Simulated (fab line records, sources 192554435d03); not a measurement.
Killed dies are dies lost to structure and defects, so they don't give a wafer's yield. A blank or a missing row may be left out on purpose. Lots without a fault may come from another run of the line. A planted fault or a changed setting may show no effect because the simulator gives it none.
fab line records | flow n5_finfet
record lots=7 wafers=21
route steps=1938 shown BEOL_M13@1659 BEOL_M14@1722 BEOL_M15@1824 PASSIVATION@1915
start_h: hours from the record's first day to the start of the lot's first wafer shown | wait_h: hours since the lot's step before | " the same as in the row above | L1.1+2: a row that stands for several wafers | - no value, or no start given | * or withheld: withheld | < > ~ a bound
route shown NAME@n: a module of which the file shows steps, and the number in the route of the first | usual: mean/standard deviation of fault-free wafers | same: alike in all rows | chamber/n: place in a boat | sites: the reading at each site | _std_site: their standard deviation | _edge_site: outer sites' mean less inner sites' | radius_mm: how far each site lies from the wafer's centre | mask NAME#n: copy n | behind: the tool/chamber that last shaped the wafer | hold: why the lot was held/for how many hours/how that ended | device: the transistor (n, p or np) that didn't switch | end of line: the same wafers' tests at the end of the route | a step without rows: its recipe alone | killed: dies lost to structure and defects at the first sort, not the wafer's yield | map: a wafer's dies, x killed, . not, _ none there
set.NAME: the setting as run; set.NAME@STEP: as run at that earlier step | model.NAME: the simulator's own value behind a step, which no gauge read
lots whose settings were changed on purpose; a table a step, a row a wafer
## steps
# step N5_BEOL_M13_ILD_DEP_00
# recipe material=SiOC target_thk_a=8379.2 temp_c=350 precursor=DEMS/O2 pressure_torr=5 rf_w=500 time_s=166.4
# columns lot.wafer tool chamber start_h wait_h set.time_s model.SiOC_of_BEOL_M13_ILD_DEP_00.thk_nm
L074.2 pecvd-02 2 240.21 0.0 176 894
L074.3 " 1 " " 176 881.8
L074.6 " 2 " " 166.4 854.2
L076.1 pecvd-01 1 243.05 0.0 181 903.8
L076.4 " 2 " " 166.4 835.8
L076.5 " 1 " " 166.4 843.2
L079.3 pecvd-03 1 259.21 0.0 166.4 825.4
L079.4 " 1 " " 166.4 848.2
L079.5 " 2 " " 166.4 841.4
L087.3 pecvd-03 2 309.24 0.1 166.4 856.6
L087.4 " 0 " " 166.4 838.6
L087.6 " 2 " " 166.4 848.8
L094.4 pecvd-03 2 352.52 0.1 186.3 923.8
L094.5 " 2 " " 186.3 932
L094.6 " 0 " " 166.4 831
L092.4 pecvd-01 2 359.34 0.1 166.4 838.4
L092.5 " 1 " " 166.4 843.2
L092.6 " 0 " " 166.4 859
L097.3 pecvd-02 2 390.19 0.0 183.7 924
L097.5 " 2 " " 166.4 856
L097.6 " 1 " " 166.4 859.4
# step N5_BEOL_M13_THK_MEAS_01
# recipe reads=SiOC_of_BEOL_M13_ILD_DEP_00
# usual M13_ILD_THK=842/11
# columns lot.wafer tool chamber start_h wait_h set.time_s@BEOL_M13_ILD_DEP_00 M13_ILD_THK[nm]
L074.2 film_metro-01 - 240.36 0.1 176 895
L074.3 " - " " 176 882
L074.6 " - " " 166.4 854
L076.1 film_metro-01 - 243.20 0.1 181 904
L076.4 " - " " 166.4 836
L076.5 " - " " 166.4 844
L079.3 film_metro-01 - 259.37 0.1 166.4 825
L079.4 " - " " 166.4 848
L079.5 " - " " 166.4 841
L087.3 film_metro-01 - 309.40 0.1 166.4 856
L087.4 " - " " 166.4 839
L087.6 " - " " 166.4 849
L094.4 film_metro-02 - 352.67 0.1 186.3 924
L094.5 " - " " 186.3 931
L094.6 " - " " 166.4 830
L092.4 film_metro-02 - 359.43 0.0 166.4 838
L092.5 " - " " 166.4 843
L092.6 " - " " 166.4 859
L097.3 film_metro-01 - 390.34 0.1 183.7 924
L097.5 " - " " 166.4 856
L097.6 " - " " 166.4 859
# step N5_BEOL_M13_COAT_58
# recipe resist=BARC temp_c=205 time_s=60 spin_rpm=1500 resist_thk_nm=89
# step N5_BEOL_M13_COAT_04
# recipe spin_rpm=1625 resist_thk_nm=400
# step N5_BEOL_M13_DESCUM_15
# recipe chemistry=O2 time_s=7.9 source_power_w=50 bias_power_w=20 pressure_mtorr=20 rf_frequency_hz=2.712e+07 temp_c=40 o2_flow_sccm=225
# step N5_BEOL_M13_ETCH_59
# recipe chemistry=N2/H2 target=BARC target_depth_a=890 overetch_a=267 time_s=67.9 ion_energy_ev=200 pressure_mtorr=30 source_w=840 bias_w=150 n2_flow_sccm=200 h2_flow_sccm=200
# step N5_BEOL_M13_VIA_ETCH_16
# recipe chemistry=C4F8/O2/Ar target=SiOC pressure_mtorr=30 source_w=3000 bias_w=700 Ar_flow_sccm=400 C4F8_flow_sccm=15 O2_flow_sccm=8 he_inner_torr=15 he_outer_torr=30 target_depth_a=9217 time_s=withheld ion_energy_ev=250 ends=cleared
# columns lot.wafer tool chamber start_h wait_h set.time_s@BEOL_M13_ILD_DEP_00 model.etch.depth_nm model.coat_of_BEOL_M13_COAT_04.thk_nm
L074.2 rie_diel-02 2 240.97 0.0 * 894 56.6
L074.3 " 0 " " * 881.7 63.2
L074.6 " 2 " " * 854.3 66.8
L076.1 rie_diel-01 1 243.81 0.0 * 903.8 53
L076.4 " 0 " " * 835.8 72.4
L076.5 " 2 " " * 843.3 69.8
L079.3 rie_diel-02 0 259.97 0.0 * 825.3 78.4
L079.4 " 2 " " * 848.2 70.4
L079.5 " 0 " " * 841.5 73.6
L087.3 rie_diel-06 0 310.03 0.0 * 856.5 69.6
L087.4 " 3 " " * 838.5 74.6
L087.6 " 0 " " * 848.9 71.8
L094.4 rie_diel-06 0 353.27 0.0 * 923.8 48.6
L094.5 " 1 " " * 931.9 45.8
L094.6 " 2 " " * 831 74
L092.4 rie_diel-06 3 360.03 0.0 * 838.4 74.2
L092.5 " 2 " " * 843.2 72.6
L092.6 " 3 " " * 858.9 68.2
L097.3 rie_diel-06 2 390.82 0.0 * 923.9 47.2
L097.5 " 1 " " * 856.1 67.6
L097.6 " 2 " " * 859.3 67.4
# step N5_BEOL_M13_STRIP_63
# recipe chemistry=N2/H2 power_w=1000 temp_c=250 h2_frac=0.65 overash_fraction=0.3 pressure_mtorr=1000 n2_flow_sccm=1750 h2_flow_sccm=3250
# usual strip_time_to_endpoint_s=28.1/1.1
# columns lot.wafer tool chamber start_h wait_h set.time_s@BEOL_M13_ILD_DEP_00 strip_time_to_endpoint_s
L074.2 plasma_asher-02 0 241.20 - 176 23.6
L074.3 " 1 " " 176 25.6
L074.6 " 1 " " 166.4 26.8
L076.1 plasma_asher-01 1 244.04 - 181 22.5
L076.4 " 0 " " 166.4 28.4
L076.5 " 0 " " 166.4 27.6
L079.3 plasma_asher-02 0 260.23 - 166.4 30.1
L079.4 " 1 " " 166.4 27.8
L079.5 " 0 " " 166.4 28.7
L087.3 plasma_asher-01 1 310.28 - 166.4 27.6
L087.4 " 0 " " 166.4 29.0
L087.6 " 1 " " 166.4 28.2
L094.4 plasma_asher-01 1 353.53 - 186.3 21.2
L094.5 " 1 " " 186.3 20.3
L094.6 " 0 " " 166.4 28.9
L092.4 plasma_asher-02 1 360.29 - 166.4 28.9
L092.5 " 0 " " 166.4 28.4
L092.6 " 1 " " 166.4 27.1
L097.3 plasma_asher-01 0 391.38 - 183.7 20.7
L097.5 " 0 " " 166.4 27.0
L097.6 " 1 " " 166.4 26.9
# step N5_BEOL_M13_STRIP_64
# recipe chemistry=N2/H2 power_w=1000 temp_c=250 h2_frac=0.65 overash_fraction=0.3 pressure_mtorr=withheld n2_flow_sccm=1750 h2_flow_sccm=3250
# step N5_BEOL_M13_STRIP_71
# recipe chemistry=post_etch_residue_remover time_s=60 temp_c=25 remover_ph=withheld remover_water_wt_pct=withheld remover_fluoride_wt_pct=withheld
# step N5_BEOL_M13_STRIP_37
# recipe chemistry=N2/H2 power_w=1000 temp_c=250 h2_frac=0.65 overash_fraction=0.3 pressure_mtorr=withheld n2_flow_sccm=1750 h2_flow_sccm=3250
# step N5_BEOL_M13_ETCH_38
# recipe chemistry=CF4/N2 target=SiCN target_depth_a=675 taper_deg=2 time_s=71.9 ion_energy_ev=150 mask_material=SiO2 pressure_mtorr=40 source_w=430 bias_w=70 Ar_flow_sccm=100 cf4_flow_sccm=60 n2_flow_sccm=60
# columns lot.wafer tool chamber start_h wait_h set.time_s@BEOL_M13_ILD_DEP_00 model.SiOC_of_BEOL_M13_ILD_DEP_00.thk_nm
L074.2 rie_diel-06 1 244.78 - 176 846.8
L074.3 " 2 " " 176 834.6
L074.6 " 3 " " 166.4 808.6
L076.1 rie_diel-02 1 246.68 - 181 856.6
L076.4 " 0 " " 166.4 790.8
L076.5 " 0 " " 166.4 798.6
L079.3 rie_diel-02 3 261.71 - 166.4 777.2
L079.4 " 0 " " 166.4 803.2
L079.5 " 3 " " 166.4 793.6
L087.3 rie_diel-01 3 313.40 - 166.4 809.8
L087.4 " 1 " " 166.4 790.4
L087.6 " 3 " " 166.4 802.2
L094.4 rie_diel-06 3 354.91 - 186.3 877.6
L094.5 " 3 " " 186.3 885.6
L094.6 " 2 " " 166.4 783.8
L092.4 rie_diel-02 0 361.59 - 166.4 794.2
L092.5 " 0 " " 166.4 798.8
L092.6 " 1 " " 166.4 812
L097.3 rie_diel-06 0 393.52 - 183.7 876.2
L097.5 " 1 " " 166.4 809.6
L097.6 " 0 " " 166.4 811.2
# step N5_BEOL_M13_DEP_53
# recipe material=SiCN target_thk_a=500 temp_c=withheld precursor=3MS/NH3 pressure_torr=3 rf_w=675 time_s=17.8
# columns lot.wafer tool chamber start_h wait_h set.time_s model.SiCN_of_BEOL_M13_DEP_53.thk_nm
L074.2 pecvd-03 0 246.41 0.0 17.8 49.4
L074.3 " 1 " " 17.8 50.2
L074.6 " 0 " " 17.8 50
L076.1 pecvd-02 1 249.57 0.0 17.8 49.8
L076.4+5 " 2,0 " " 17.8 50.4
L079.3 pecvd-02 0 263.37 0.0 16.84 47.2
L079.4 " 0 " " 16.84 47.6
L079.5 " 1 " " 17.8 50.4
L087.3 pecvd-03 2 315.33 0.0 17.13 48.6
L087.4 " 0 " " 17.8 49
L087.6 " 2 " " 17.13 47.8
L094.4 pecvd-03 2 356.76 0.0 17.8 49.6
L094.5 " 2 " " 17.8 50.2
L094.6 " 0 " " 17.8 50
L092.4 pecvd-02 0 363.23 0.0 17.8 51.2
L092.5 " 1 " " 17.8 50.6
L092.6 " 2 " " 17.8 50.8
L097.3 pecvd-03 0 395.71 0.0 17.8 49.8
L097.5 " 2 " " 17.8 50.2
L097.6 " 0 " " 19.98 55.8
# step N5_BEOL_M14_EXPOSE_07
# recipe mask_id=V13 na=0.8 source_shape=annular sigma_inner=0.5 sigma_outer=0.8 polarization=unpolarized attpsm_phase_deg=180 dose_mj=57
# columns lot.wafer tool chamber start_h wait_h mask set.dose_mj
L074.2 krf_scanner-01 0 246.94 - V13#0 57
L074.3+6 " 0 " " V13#0 58.76
L076.1+5 krf_scanner-02 0 250.14 - V13#0 53.13
L076.4 " 0 " " V13#0 57
L079.3 krf_scanner-01 0 264.09 - V13#0 57
L079.4+5 " 0 " " V13#0 53.82
L087.3+4+6 krf_scanner-02 0 315.92 - V13#0 57
L094.4+5+6 krf_scanner-01 0 357.35 - V13#0 57
L092.4+5+6 krf_scanner-02 0 363.80 - V13#0 57
L097.3+6 krf_scanner-02 0 396.30 - V13#0 60.57
L097.5 " 0 " " V13#0 57
# step N5_BEOL_M14_PEB_08
# recipe peb_temp_c=130 peb_time_s=90
# step N5_BEOL_M14_DEVELOP_09
# recipe develop_time_s=45 rinse_liquid=diw dry=air_spin dev_temp_c=21
# step N5_BEOL_M14_HARDBAKE_14
# recipe temp_c=130 time_s=120
# step N5_BEOL_M14_CD_MEAS_10
# recipe target_cd_nm=250 landing_energy_ev=500 detector=se_inlens polarity=opening
# usual cd_nm=250.3/2
# columns lot.wafer tool chamber start_h wait_h set.dose_mj@BEOL_M14_EXPOSE_07 cd_nm
L074.2 cd_sem-03 0 247.11 - 57 250.4
L074.3 " 0 " " 58.76 256.7
L074.6 " 0 " " 58.76 252.6
L076.1 cd_sem-03 0 250.32 - 53.13 237.3
L076.4 " 0 " " 57 251.1
L076.5 " 0 " " 53.13 238.6
L079.3 cd_sem-03 0 264.25 - 57 251.2
L079.4 " 0 " " 53.82 245.4
L079.5 " 0 " " 53.82 241.0
L087.3 cd_sem-01 0 316.09 - 57 252.6
L087.4 " 0 " " 57 249.2
L087.6 " 0 " " 57 249.7
L094.4 cd_sem-03 0 357.51 - 57 251.8
L094.5 " 0 " " 57 249.6
L094.6 " 0 " " 57 250.3
L092.4 cd_sem-01 0 363.96 - 57 249.6
L092.5 " 0 " " 57 248.5
L092.6 " 0 " " 57 249.9
L097.3 cd_sem-01 0 396.46 - 60.57 259.6
L097.5 " 0 " " 57 250.6
L097.6 " 0 " " 60.57 261.0
# step N5_BEOL_M14_STRIP_71
# recipe chemistry=post_etch_residue_remover time_s=60 temp_c=25 remover_ph=withheld remover_water_wt_pct=withheld remover_fluoride_wt_pct=withheld
# step N5_BEOL_M14_SRD_72
# recipe time_s=30 temp_c=23 rinse_liquid=diw dry=n2_spin spin_rpm=1500 dry_time_s=30
# step N5_BEOL_M14_CD_MEAS_17
# recipe target_cd_nm=250 polarity=opening
# usual cd_nm=250.9/2.4
# columns lot.wafer tool chamber start_h wait_h set.dose_mj@BEOL_M14_EXPOSE_07 cd_nm
L074.2 cd_sem-03 - 247.63 0.0 57 250.2
L074.3 " - " " 58.76 258.0
L074.6 " - " " 58.76 252.2
L076.1 cd_sem-03 - 250.84 0.0 53.13 238.3
L076.4 " - " " 57 253.9
L076.5 " - " " 53.13 239.5
L079.3 cd_sem-03 - 264.81 0.0 57 251.5
L079.4 " - " " 53.82 245.1
L079.5 " - " " 53.82 241.1
L087.3 cd_sem-02 - 316.61 0.0 57 255.3
L087.4 " - " " 57 250.0
L087.6 " - " " 57 249.5
L094.4 cd_sem-01 - 358.26 0.0 57 253.3
L094.5 " - " " 57 249.7
L094.6 " - " " 57 250.0
L092.4 cd_sem-01 - 364.52 0.0 57 252.4
L092.5 " - " " 57 247.9
L092.6 " - " " 57 251.1
L097.3 cd_sem-01 - 396.99 0.0 60.57 261.2
L097.5 " - " " 57 250.3
L097.6 " - " " 60.57 262.0
# step N5_BEOL_M15_CMP_49
# recipe stop_on=SiO2 t_overpolish_s=4.9 down_force_psi=2 platen_rpm=80 clearing_platen_down_force_psi=2 clearing_platen_rpm=80 post_cmp_clean=cu_alkaline target_thk_nm=850 clearing_platen_pad_velocity_m_s=1.5917 pad_velocity_m_s=1.5917
# usual barrier_field_endpoint_s=11.4/0.32
# columns lot.wafer tool chamber start_h wait_h set.down_force_psi barrier_field_endpoint_s
L074.3 cmp-03 0 259.49 0.2 2 11.2
L074.2 " 1 " " 2 11.1
L074.6 " 2 " " 2 11.5
L076.1 cmp-01 0 262.50 0.4 2 11.2
L076.4 " 1 " " 1.588 14.9
L076.5 " 1 " " 1.588 14.8
L079.3 cmp-01 2 279.50 0.4 2 11.1
L079.4 " 3 " " 2.205 10.1
L079.5 " 0 " " 2 11.1
L087.4 cmp-03 1 327.51 0.2 2 11.4
L087.3 " 2 " " 2 11.9
L087.6 " 0 " " 2.155 10.1
L094.4 cmp-01 1 370.55 0.1 2 11.7
L094.6 " 1 " " 2.157 10.9
L094.5 " 2 " " 2 11.5
L092.4 cmp-01 1 377.47 0.1 2 11.7
L092.5 " 1 " " 2 11.5
L092.6 " 2 " " 2 11.7
L097.3 cmp-03 3 414.61 0.3 2 11.5
L097.6 " 0 " " 2 11.2
L097.5 " 1 " " 2.416 9.8
# step N5_PASSIVATION_PECVD_53
# recipe material=SiO2 target_thk_a=8000 temp_c=400 precursor=TEOS/O2 pressure_torr=6.5 rf_w=withheld teos_flow_sccm=withheld gas=O2 flow_sccm=2650 time_s=169.4
# columns lot.wafer tool chamber start_h wait_h set.time_s model.SiO2_of_PASSIVATION_PECVD_53.thk_nm
L074.2 pecvd-01 2 271.45 0.0 186.5 888
L074.3 " 1 " " 186.5 858.2
L074.6 " 1 " " 169.4 791.8
L076.1 pecvd-03 0 271.94 0.0 185 859.4
L076.4 " 2 " " 169.4 814.4
L076.5 " 2 " " 169.4 812.2
L079.3 pecvd-04 0 288.59 0.0 191.4 893.2
L079.4 " 2 " " 169.4 799.6
L079.5 " 1 " " 169.4 801.8
L087.3 pecvd-01 1 338.25 0.0 162.6 769.8
L087.4 " 0 " " 162.6 772.2
L087.6 " 2 " " 169.4 835.2
L094.4 pecvd-01 2 384.46 0.1 169.4 802.4
L094.5 " 0 " " 169.4 792
L094.6 " 2 " " 169.4 803.8
L092.4 pecvd-04 2 390.92 0.1 169.4 804
L092.5 " 0 " " 169.4 814.8
L092.6 " 1 " " 169.4 820.2
L097.3 pecvd-04 1 423.46 0.0 181.7 851.6
L097.5 " 0 " " 169.4 792.6
L097.6 " 1 " " 169.4 788.6
## key
split step=N5_BEOL_M13_ILD_DEP_00 setting=time_s stated=166.4 by=wafer
response step=N5_BEOL_M13_ILD_DEP_00 reading=model.SiOC_of_BEOL_M13_ILD_DEP_00.thk_nm change=+7.21 per=1% r=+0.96
response step=N5_BEOL_M13_THK_MEAS_01 reading=M13_ILD_THK change=+7.24 per=1% r=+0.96
response step=N5_BEOL_M13_VIA_ETCH_16 reading=model.etch.depth_nm change=+7.21 per=1% r=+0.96
response step=N5_BEOL_M13_VIA_ETCH_16 reading=model.coat_of_BEOL_M13_COAT_04.thk_nm change=-2.02 per=1% r=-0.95
response step=N5_BEOL_M13_STRIP_63 reading=strip_time_to_endpoint_s change=* per=1% r=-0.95
response step=N5_BEOL_M13_ETCH_38 reading=model.SiOC_of_BEOL_M13_ILD_DEP_00.thk_nm change=+7.14 per=1% r=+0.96
split step=N5_BEOL_M13_DEP_53 setting=time_s stated=17.8 by=wafer
response step=N5_BEOL_M13_DEP_53 reading=model.SiCN_of_BEOL_M13_DEP_53.thk_nm change=+0.467 per=1% r=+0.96
split step=N5_BEOL_M14_EXPOSE_07 setting=dose_mj stated=57 by=wafer
response step=N5_BEOL_M14_CD_MEAS_10 reading=cd_nm change=+1.65 per=1% r=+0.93
response step=N5_BEOL_M14_CD_MEAS_17 reading=cd_nm change=+1.86 per=1% r=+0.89
split step=N5_BEOL_M15_CMP_49 setting=down_force_psi stated=2 by=wafer
response step=N5_BEOL_M15_CMP_49 reading=barrier_field_endpoint_s change=-0.126 per=1% r=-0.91
split step=N5_PASSIVATION_PECVD_53 setting=time_s stated=169.4 by=wafer
response step=N5_PASSIVATION_PECVD_53 reading=model.SiO2_of_PASSIVATION_PECVD_53.thk_nm change=+7.42 per=1% r=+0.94
